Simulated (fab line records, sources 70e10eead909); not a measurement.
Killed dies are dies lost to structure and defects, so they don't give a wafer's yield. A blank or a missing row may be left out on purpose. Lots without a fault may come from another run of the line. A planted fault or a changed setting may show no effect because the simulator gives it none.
fab line records | flow nand_harc
record lots=24 wafers=72 last_day=24
route steps=1159 shown P_M1@296 P_M2@345 A_ZERO_WELL@401 A_ONON_D1@429 A_CHANNEL_HOLE_D1@462 A_CHANNEL_FILL_D1@493
lots that met no fault: from a run of the same line without faults
start_h: hours from the record's first day to the start of the lot's first wafer shown | wait_h: hours since the lot's step before | " the same as in the row above | L1.1+2: a row that stands for several wafers | - no value, or no start given | * or withheld: withheld | < > ~ a bound
route shown NAME@n: a module of which the file shows steps, and the number in the route of the first | usual: mean/standard deviation of fault-free wafers | same: alike in all rows | chamber/n: place in a boat | sites: the reading at each site | _std_site: their standard deviation | _edge_site: outer sites' mean less inner sites' | radius_mm: how far each site lies from the wafer's centre | mask NAME#n: copy n | behind: the tool/chamber that last shaped the wafer | hold: why the lot was held/for how many hours/how that ended | device: the transistor (n, p or np) that didn't switch | end of line: the same wafers' tests at the end of the route | a step without rows: its recipe alone | killed: dies lost to structure and defects at the first sort, not the wafer's yield | map: a wafer's dies, x killed, . not, _ none there
set.NAME: the setting as run; set.NAME@STEP: as run at that earlier step | model.NAME: the simulator's own value behind a step, which no gauge read
steps of the route over a sample of lots; a table a step, a row a wafer
services: from which hour (start_h, from the record's first day; less than 0 if before it) a tool's chamber was out of use, for how many hours, and why
## steps
# step NHARC_P_M1_OVL_MEAS_10
# recipe pitch_nm=260
# usual overlay_x_nm=0.0/0.79 overlay_y_nm=-0.2/0.69
# columns lot.wafer tool chamber start_h wait_h overlay_x_nm overlay_y_nm
L074.1 overlay-02 - 122.86 - 1.0 1.0
L074.4 " - " " 0.8 1.1
L074.6 " - " " 0.3 1.0
L075.4 overlay-02 - 135.93 - -1.2 0.0
L075.5 " - " " -0.7 -0.2
L075.6 " - " " -0.4 -0.1
L076.1 overlay-01 - 136.37 - 0.1 -0.1
L076.3 " - " " 0.3 0.1
L076.6 " - " " 0.6 0.0
L077.1 overlay-01 - 138.03 - 0.1 -0.7
L077.3 " - " " -0.3 -1.0
L077.6 " - " " 0.0 -0.9
L079.2 overlay-02 - 152.68 - 0.2 -1.5
L079.4 " - " " 0.5 -1.0
L079.6 " - " " -0.3 -1.4
L078.2 overlay-01 - 153.57 - -0.5 0.6
L078.4 " - " " -0.8 0.4
L078.6 " - " " -0.1 1.0
L080.1 overlay-02 - 153.75 - 0.5 -0.4
L080.5 " - " " 0.8 -0.6
L080.6 " - " " 0.4 -0.4
L081.1 overlay-02 - 160.88 - 0.0 -0.5
L081.4 " - " " -0.4 -0.8
L081.6 " - " " 0.5 -0.5
L083.3 overlay-02 - 171.22 - -1.5 -1.3
L083.4 " - " " -1.1 -1.5
L083.5 " - " " -1.3 -1.2
L082.2 overlay-01 - 173.96 - -0.9 -0.4
L082.4 " - " " -1.0 0.1
L082.6 " - " " -0.9 0.5
L085.1 overlay-01 - 185.08 - 0.1 -0.5
L085.5 " - " " 0.3 -0.5
L085.6 " - " " 0.0 -0.5
L084.2 overlay-02 - 185.25 - 1.2 -0.1
L084.4 " - " " 1.6 0.0
L084.5 " - " " 1.8 0.4
L086.1 overlay-02 - 197.86 - -0.7 0.0
L086.2 " - " " -0.2 0.5
L086.4 " - " " -0.6 0.8
L088.1 overlay-01 - 198.20 - -0.2 0.6
L088.4 " - " " -0.2 0.5
L088.5 " - " " -0.9 0.7
L087.2 overlay-02 - 199.03 - 1.6 -0.8
L087.3 " - " " 2.0 -0.9
L087.6 " - " " 1.6 -0.8
L089.2 overlay-02 - 214.44 - -0.7 0.3
L089.4 " - " " -0.8 0.1
L089.5 " - " " -0.2 0.2
L090.1 overlay-01 - 214.97 - 0.0 0.2
L090.4 " - " " -0.2 -0.1
L090.6 " - " " 0.4 0.6
L092.1 overlay-01 - 224.19 - 1.1 -0.2
L092.4 " - " " 1.4 0.5
L092.6 " - " " 0.9 -1.1
L091.1 overlay-01 - 224.98 - -0.9 -1.5
L091.3 " - " " -0.3 -0.9
L091.6 " - " " -1.0 -1.8
L093.2 overlay-02 - 228.76 - 1.0 0.4
L093.3 " - " " 0.8 0.7
L093.6 " - " " 0.6 0.7
L094.3 overlay-02 - 240.81 - -0.7 -0.3
L094.5 " - " " -0.8 -0.8
L094.6 " - " " -1.0 -0.3
L095.2 overlay-02 - 245.29 - -0.8 -0.7
L095.3 " - " " -0.4 -0.8
L095.5 " - " " -0.2 -0.4
L097.1 overlay-02 - 250.18 - -0.7 0.2
L097.4 " - " " -0.9 -0.1
L097.6 " - " " -1.0 0.2
L096.1 overlay-01 - 251.29 - -0.1 0.3
L096.2 " - " " -0.6 0.1
L096.4 " - " " 0.0 -0.5
# step NHARC_P_M2_THK_MEAS_24
# recipe thk_meas_gauge=xrf
# usual thk_nm=144.6/1.5
# columns lot.wafer tool chamber start_h wait_h thk_nm
L074.1 film_metro-02 - 129.58 - 142.2
L074.4 " - " " 146.3
L074.6 " - " " 143.6
L075.4 film_metro-02 - 142.97 - 144.7
L075.5 " - " " 145.1
L075.6 " - " " 143.9
L076.1 film_metro-02 - 143.24 - 146.1
L076.3 " - " " 143.8
L076.6 " - " " 145.4
L077.1 film_metro-02 - 144.61 - 144.0
L077.3 " - " " 146.4
L077.6 " - " " 146.0
L079.2 film_metro-02 - 159.49 - 145.7
L079.4 " - " " 148.7
L079.6 " - " " 147.2
L078.2 film_metro-01 - 160.65 - 142.8
L078.4 " - " " 146.8
L078.6 " - " " 146.6
L080.1 film_metro-01 - 160.68 - 143.7
L080.5 " - " " 144.2
L080.6 " - " " 146.6
L081.1 film_metro-01 - 167.58 - 146.0
L081.4 " - " " 145.5
L081.6 " - " " 143.6
L083.3 film_metro-02 - 177.80 - 143.5
L083.4 " - " " 145.3
L083.5 " - " " 143.4
L082.2 film_metro-01 - 180.73 - 142.6
L082.4 " - " " 142.0
L082.6 " - " " 144.0
L085.1 film_metro-01 - 191.94 - 146.3
L085.5 " - " " 146.1
L085.6 " - " " 146.0
L084.2 film_metro-01 - 192.12 - 144.6
L084.4 " - " " 144.2
L084.5 " - " " 146.0
L086.1 film_metro-01 - 204.93 - 143.6
L086.2 " - " " 142.8
L086.4 " - " " 144.5
L088.1 film_metro-01 - 205.31 - 143.6
L088.4 " - " " 148.0
L088.5 " - " " 144.1
L087.2 film_metro-01 - 205.73 - 144.2
L087.3 " - " " 145.2
L087.6 " - " " 144.0
L089.2 film_metro-01 - 221.19 - 140.1
L089.4 " - " " 145.6
L089.5 " - " " 146.5
L090.1 film_metro-02 - 222.06 - 145.4
L090.4 " - " " 144.6
L090.6 " - " " 145.0
L092.1 film_metro-02 - 231.74 - 145.6
L092.4 " - " " 145.3
L092.6 " - " " 147.6
L091.1 film_metro-01 - 231.97 - 145.2
L091.3 " - " " 145.7
L091.6 " - " " 148.1
L093.2 film_metro-01 - 235.81 - 142.6
L093.3 " - " " 144.8
L093.6 " - " " 142.9
L094.3 film_metro-02 - 247.48 - 144.1
L094.5 " - " " 143.0
L094.6 " - " " 143.6
L095.2 film_metro-02 - 252.21 - 142.5
L095.3 " - " " 144.1
L095.5 " - " " 144.3
L097.1 film_metro-01 - 257.14 - 144.4
L097.4 " - " " 146.1
L097.6 " - " " 145.9
L096.1 film_metro-02 - 257.98 - 147.9
L096.2 " - " " 146.3
L096.4 " - " " 145.3
# step NHARC_A_ZERO_WELL_CD_MEAS_10
# recipe target_cd_nm=2000 landing_energy_ev=500
# usual cd_nm=1999.6/1.5
# columns lot.wafer tool chamber start_h wait_h cd_nm
L074.1 cd_sem-01 0 135.93 - 2000.9
L074.4 " 0 " " 2000.5
L074.6 " 0 " " 2000.7
L075.4 cd_sem-03 0 148.95 - 2002.0
L075.5 " 0 " " 2000.6
L075.6 " 0 " " 2001.2
L076.1 cd_sem-02 0 149.55 - 1999.6
L076.3 " 0 " " 2000.7
L076.6 " 0 " " 1999.3
L077.1 cd_sem-03 0 150.63 - 1998.8
L077.3 " 0 " " 1999.1
L077.6 " 0 " " 1999.1
L079.2 cd_sem-02 0 165.62 - 2001.5
L079.4 " 0 " " 1999.9
L079.6 " 0 " " 1999.7
L078.2 cd_sem-01 0 166.62 - 2000.7
L078.4 " 0 " " 2000.8
L078.6 " 0 " " 2000.9
L080.1 cd_sem-03 0 166.94 - 2000.1
L080.5 " 0 " " 1999.9
L080.6 " 0 " " 1999.2
L081.1 cd_sem-02 0 173.52 - 1998.8
L081.4 " 0 " " 1998.7
L081.6 " 0 " " 1998.8
L083.3 cd_sem-01 0 184.47 - 2001.7
L083.4 " 0 " " 2001.3
L083.5 " 0 " " 2000.1
L082.2 cd_sem-03 0 186.93 - 2000.2
L082.4 " 0 " " 1999.8
L082.6 " 0 " " 2000.1
L085.1 cd_sem-03 0 197.90 - 1999.6
L085.5 " 0 " " 1996.4
L085.6 " 0 " " 1995.9
L084.2 cd_sem-02 0 198.38 - 1996.5
L084.4 " 0 " " 2000.6
L084.5 " 0 " " 1999.7
L086.1 cd_sem-02 0 211.09 - 1999.0
L086.2 " 0 " " 1998.3
L086.4 " 0 " " 1997.8
L088.1 cd_sem-03 0 211.26 - 1999.9
L088.4 " 0 " " 1998.0
L088.5 " 0 " " 1998.7
L087.2 cd_sem-03 0 211.87 - 2002.1
L087.3 " 0 " " 2003.4
L087.6 " 0 " " 2002.4
L089.2 cd_sem-01 0 227.67 - 1999.8
L089.4 " 0 " " 2000.8
L089.5 " 0 " " 2001.0
L090.1 cd_sem-02 0 228.52 - 1999.4
L090.4 " 0 " " 1997.8
L090.6 " 0 " " 1999.8
L092.1 cd_sem-02 0 238.49 - 2001.1
L092.4 " 0 " " 1999.8
L092.6 " 0 " " 2000.1
L091.1 cd_sem-03 0 239.28 - 1998.0
L091.3 " 0 " " 1999.2
L091.6 " 0 " " 1999.9
L093.2 cd_sem-01 0 242.04 - 2000.9
L093.3 " 0 " " 1999.1
L093.6 " 0 " " 2002.4
L094.3 cd_sem-03 0 253.54 - 1998.6
L094.5 " 0 " " 1997.2
L094.6 " 0 " " 1998.3
L095.2 cd_sem-03 0 258.90 - 2000.4
L095.3 " 0 " " 2000.2
L095.5 " 0 " " 1998.6
L097.1 cd_sem-03 0 263.41 - 1999.4
L097.4 " 0 " " 2000.3
L097.6 " 0 " " 2000.6
L096.1 cd_sem-02 0 264.00 - 1997.9
L096.2 " 0 " " 1997.8
L096.4 " 0 " " 1997.9
# step NHARC_A_ONON_D1_THK_MEAS_08
# recipe thk_meas_gauge=ellipsometry
# usual thk_nm=998/8.7
# columns lot.wafer tool chamber start_h wait_h thk_nm
L074.1 film_metro-01 - 160.42 - 999
L074.4 " - " " 999
L074.6 " - " " 998
L077.1 film_metro-02 - 173.10 - 1006
L077.3 " - " " 1005
L077.6 " - " " 1007
L076.1 film_metro-01 - 173.10 - 996
L076.3 " - " " 998
L076.6 " - " " 999
L075.4 film_metro-02 - 173.12 - 997
L075.5 " - " " 996
L075.6 " - " " 996
L080.1 film_metro-01 - 189.59 - 1002
L080.5 " - " " 1004
L080.6 " - " " 1002
L078.2 film_metro-02 - 189.59 - 1008
L078.4 " - " " 1007
L078.6 " - " " 1005
L079.2 film_metro-01 - 189.61 - 1006
L079.4 " - " " 1007
L079.6 " - " " 1007
L081.1 film_metro-01 - 197.60 - 988
L081.4 " - " " 989
L081.6 " - " " 988
L083.3 film_metro-01 - 208.94 - 987
L083.4 " - " " 987
L083.5 " - " " 987
L082.2 film_metro-02 - 209.16 - 975
L082.4 " - " " 974
L082.6 " - " " 975
L085.1 film_metro-01 - 223.86 - 990
L085.5 " - " " 989
L085.6 " - " " 987
L084.2 film_metro-02 - 223.89 - 990
L084.4 " - " " 989
L084.5 " - " " 990
L087.2 film_metro-02 - 234.65 - 1005
L087.3 " - " " 1004
L087.6 " - " " 1005
L086.1 film_metro-01 - 234.74 - 1003
L086.2 " - " " 1003
L086.4 " - " " 1003
L088.1 film_metro-01 - 234.88 - 1008
L088.4 " - " " 1007
L088.5 " - " " 1009
L090.1 film_metro-01 - 252.70 - 1008
L090.4 " - " " 1004
L090.6 " - " " 1008
L089.2 film_metro-02 - 252.71 - 996
L089.4 " - " " 995
L089.5 " - " " 995
L092.1 film_metro-02 - 262.19 - 1004
L092.4 " - " " 1004
L092.6 " - " " 1005
L091.1 film_metro-01 - 262.40 - 1006
L091.3 " - " " 1009
L091.6 " - " " 1008
L093.2 film_metro-01 - 272.95 - 996
L093.3 " - " " 998
L093.6 " - " " 997
L094.3 film_metro-01 - 279.01 - 995
L094.5 " - " " 994
L094.6 " - " " 994
L095.2 film_metro-02 - 285.19 - 1002
L095.3 " - " " 1005
L095.5 " - " " 1001
L097.1 film_metro-01 - 285.26 - 987
L097.4 " - " " 989
L097.6 " - " " 987
L096.1 film_metro-02 - 285.47 - 1010
L096.2 " - " " 1010
L096.4 " - " " 1011
# step NHARC_A_CHANNEL_HOLE_D1_CD_MEAS_10
# recipe target_cd_nm=100 landing_energy_ev=500
# usual cd_nm=100.1/0.4
# columns lot.wafer tool chamber start_h wait_h cd_nm
L074.1 cd_sem-03 0 174.30 - 100.3
L074.4 " 0 " " 100.2
L074.6 " 0 " " 100.3
L077.1 cd_sem-03 0 188.33 - 100.2
L077.3 " 0 " " 100.5
L077.6 " 0 " " 100.3
L075.4 cd_sem-03 0 189.21 - 100.6
L075.5 " 0 " " 100.3
L075.6 " 0 " " 100.1
L076.1 cd_sem-01 0 190.07 - 99.9
L076.3 " 0 " " 99.9
L076.6 " 0 " " 99.7
L079.2 cd_sem-02 0 204.07 - 100.6
L079.4 " 0 " " 100.6
L079.6 " 0 " " 100.6
L080.1 cd_sem-02 0 204.27 - 99.6
L080.5 " 0 " " 100.2
L080.6 " 0 " " 101.0
L078.2 cd_sem-01 0 204.95 - 100.7
L078.4 " 0 " " 100.0
L078.6 " 0 " " 99.9
L081.1 cd_sem-03 0 212.51 - 99.5
L081.4 " 0 " " 100.2
L081.6 " 0 " " 99.8
L082.2 cd_sem-01 0 223.63 - 100.4
L082.4 " 0 " " 100.7
L082.6 " 0 " " 100.4
L083.3 cd_sem-03 0 223.93 - 99.8
L083.4 " 0 " " 99.7
L083.5 " 0 " " 100.2
L084.2 cd_sem-03 0 237.52 - 100.2
L084.4 " 0 " " 99.2
L084.5 " 0 " " 100.1
L085.1 cd_sem-02 0 238.78 - 99.5
L085.5 " 0 " " 99.3
L085.6 " 0 " " 100.1
L086.1 cd_sem-02 0 250.90 - 99.5
L086.2 " 0 " " 99.6
L086.4 " 0 " " 99.6
L087.2 cd_sem-01 0 251.11 - 99.9
L087.3 " 0 " " 99.9
L087.6 " 0 " " 100.4
L088.1 cd_sem-02 0 252.79 - 99.6
L088.4 " 0 " " 100.0
L088.5 " 0 " " 100.0
L090.1 cd_sem-02 0 266.43 - 99.3
L090.4 " 0 " " 99.6
L090.6 " 0 " " 99.2
L089.2 cd_sem-03 0 267.07 - 100.2
L089.4 " 0 " " 100.4
L089.5 " 0 " " 100.0
L091.1 cd_sem-02 0 276.38 - 100.0
L091.3 " 0 " " 101.3
L091.6 " 0 " " 100.3
L092.1 cd_sem-01 0 278.11 - 100.0
L092.4 " 0 " " 100.6
L092.6 " 0 " " 100.2
L093.2 cd_sem-03 0 287.90 - 99.5
L093.3 " 0 " " 100.3
L093.6 " 0 " " 100.1
L094.3 cd_sem-03 0 292.68 - 99.6
L094.5 " 0 " " 99.9
L094.6 " 0 " " 100.2
L095.2 cd_sem-02 0 299.85 - 100.6
L095.3 " 0 " " 100.2
L095.5 " 0 " " 100.1
L097.1 cd_sem-02 0 301.56 - 99.7
L097.4 " 0 " " 99.6
L097.6 " 0 " " 100.1
L096.1 cd_sem-02 0 301.83 - 100.2
L096.2 " 0 " " 100.6
L096.4 " 0 " " 100.2
# step NHARC_A_CHANNEL_FILL_D1_ALD_03
# recipe target_thk_a=60 pulse_time_s=60 ald_cycles=58 temp_c=630 pressure_torr=2 material=SiNx
# usual precursor_pulse_height_rel=1.003/0.019 susceptor_temp_C=629.95/0.29
# columns lot.wafer tool chamber start_h wait_h precursor_pulse_height_rel susceptor_temp_C
L074.1 ald_sin_batch-02 0 - - 0.997 -
L074.4 " 0 " " 0.985 -
L074.6 " 0 " " 1.000 -
L075.4 ald_sin_batch-01 0 - - 0.992 630.12
L075.5 " 0 " " 1.013 630.12
L075.6 " 0 " " 0.971 630.39
L077.1 ald_sin_batch-01 0 - - 1.022 630.43
L077.3 " 0 " " 0.984 629.81
L077.6 " 0 " " 0.996 630.08
L076.1 ald_sin_batch-01 0 - - 1.028 629.50
L076.3 " 0 " " 0.989 629.78
L076.6 " 0 " " 1.001 629.46
L079.2 ald_sin_batch-02 0 - - 1.022 -
L079.4 " 0 " " 1.038 -
L079.6 " 0 " " 0.983 -
L080.1 ald_sin_batch-02 0 - - 1.005 -
L080.5 " 0 " " 1.035 -
L080.6 " 0 " " 0.981 -
L078.2 ald_sin_batch-01 0 - - 1.023 629.85
L078.4 " 0 " " 1.014 629.39
L078.6 " 0 " " 1.021 629.69
L081.1 ald_sin_batch-01 0 - - 1.005 630.14
L081.4 " 0 " " 0.996 630.62
L081.6 " 0 " " 1.018 630.11
L082.2 ald_sin_batch-03 0 - - 1.020 630.14
L082.4 " 0 " " 1.000 630.54
L082.6 " 0 " " 1.021 629.95
L083.3 ald_sin_batch-03 0 - - 0.995 629.90
L083.4 " 0 " " 1.019 629.55
L083.5 " 0 " " 0.978 629.76
L084.2 ald_sin_batch-02 0 - - 1.028 630.03
L084.4 " 0 " " 0.995 629.98
L084.5 " 0 " " 0.991 629.31
L085.1 ald_sin_batch-02 0 - - 1.014 629.95
L085.5 " 0 " " 1.016 630.26
L085.6 " 0 " " 1.013 629.82
L086.1 ald_sin_batch-03 0 - - 0.977 630.27
L086.2 " 0 " " 1.007 629.46
L086.4 " 0 " " 0.995 629.40
L087.2 ald_sin_batch-03 0 - - 1.003 629.79
L087.3 " 0 " " 1.002 629.88
L087.6 " 0 " " 1.025 630.03
L088.1 ald_sin_batch-02 0 - - 1.012 629.93
L088.4 " 0 " " 0.997 629.77
L088.5 " 0 " " 0.963 629.95
L089.2 ald_sin_batch-02 0 - - 1.024 630.04
L089.4 " 0 " " 0.997 629.59
L089.5 " 0 " " 1.012 630.25
L090.1 ald_sin_batch-02 0 - - 0.995 630.42
L090.4 " 0 " " 0.985 629.55
L090.6 " 0 " " 1.021 629.87
L091.1 ald_sin_batch-03 0 - - 0.968 630.66
L091.3 " 0 " " 1.012 629.79
L091.6 " 0 " " 0.983 630.19
L092.1 ald_sin_batch-03 0 - - 0.946 629.91
L092.4 " 0 " " 1.021 629.63
L092.6 " 0 " " 0.988 630.09
L093.2 ald_sin_batch-01 0 - - 1.029 629.55
L093.3 " 0 " " 1.000 630.05
L093.6 " 0 " " 0.992 629.40
L094.3 ald_sin_batch-02 0 - - 1.034 630.35
L094.5 " 0 " " 1.015 629.82
L094.6 " 0 " " 0.978 631.00
L095.2 ald_sin_batch-02 0 - - 1.005 629.52
L095.3 " 0 " " 1.026 629.51
L095.5 " 0 " " 0.992 629.78
L097.1 ald_sin_batch-02 0 - - 1.025 630.17
L097.4 " 0 " " 0.987 630.08
L097.6 " 0 " " 1.003 629.90
L096.1 ald_sin_batch-01 0 - - 1.022 629.96
L096.2 " 0 " " 1.000 629.88
L096.4 " 0 " " 0.974 629.63
## services
# columns tool chamber start_h hours kind
ald_sin_batch-03 - 314.00 26.0 pm
## key
fault none
